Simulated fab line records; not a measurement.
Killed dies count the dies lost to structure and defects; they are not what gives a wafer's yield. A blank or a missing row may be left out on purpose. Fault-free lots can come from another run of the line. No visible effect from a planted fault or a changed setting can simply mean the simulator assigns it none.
Matching of chambers | flow n5-finfet | 4 sister chambers for N5_HKMG_FIN_DESCUM_17 on rie-diel-01
The step chemistry O2, time 7.9 s. 4 wafers are shown with their chamber, then 11 later ones without.

== WAFERS, EACH WITH ITS CHAMBER ==
wafer  | chamber | drypump-motor-current-A (A)
L084.1 | 1       | 4.8
L088.3 | 0       | 5.3
L088.4 | 2       | 5.5
L091.1 | 3       | 5.8

== WAFERS MISSING THEIR CHAMBER ==
wafer  | drypump-motor-current-A (A)
L091.5 | 5.5
L091.6 | 4.8
L090.1 | 5.4
L090.3 | 5.8
L090.5 | 5.7
L094.2 | 5.5
L094.4 | 4.9
L094.6 | 4.9
L096.2 | 4.8
L096.4 | 5.8
L096.6 | 4.8

== THE CHAMBER EACH PASSED THROUGH ==
wafer  | from the rows above     | in truth
L091.5 | 2                       | 2
L091.6 | 1                       | 1
L090.1 | can't be placed: 2 or 0 | 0
L090.3 | 3                       | 3
L090.5 | can't be placed: 3 or 2 | 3
L094.2 | 2                       | 2
L094.4 | 1                       | 1
L094.6 | 1                       | 1
L096.2 | 1                       | 1
L096.4 | 3                       | 3
L096.6 | 1                       | 1
Placed correctly: 9 of 11. Not placeable from these rows: 2 (in 2, the candidates include the true chamber). Number placed wrongly: 0.
How it was worked out, from the rows above alone: a wafer's distance from a chamber is the root of the sum, over the readings, of the square of ((its reading less the chamber's mean) divided by the reading's scatter). If the next closest chamber is less than 2 further off than the closest, the wafer can't be placed; otherwise it belongs to the closest. A chamber's mean is the mean of its shown wafers. The scatter: with one shown wafer a chamber, the root of the mean of the squares of how far each hidden wafer lies from its nearest shown one.
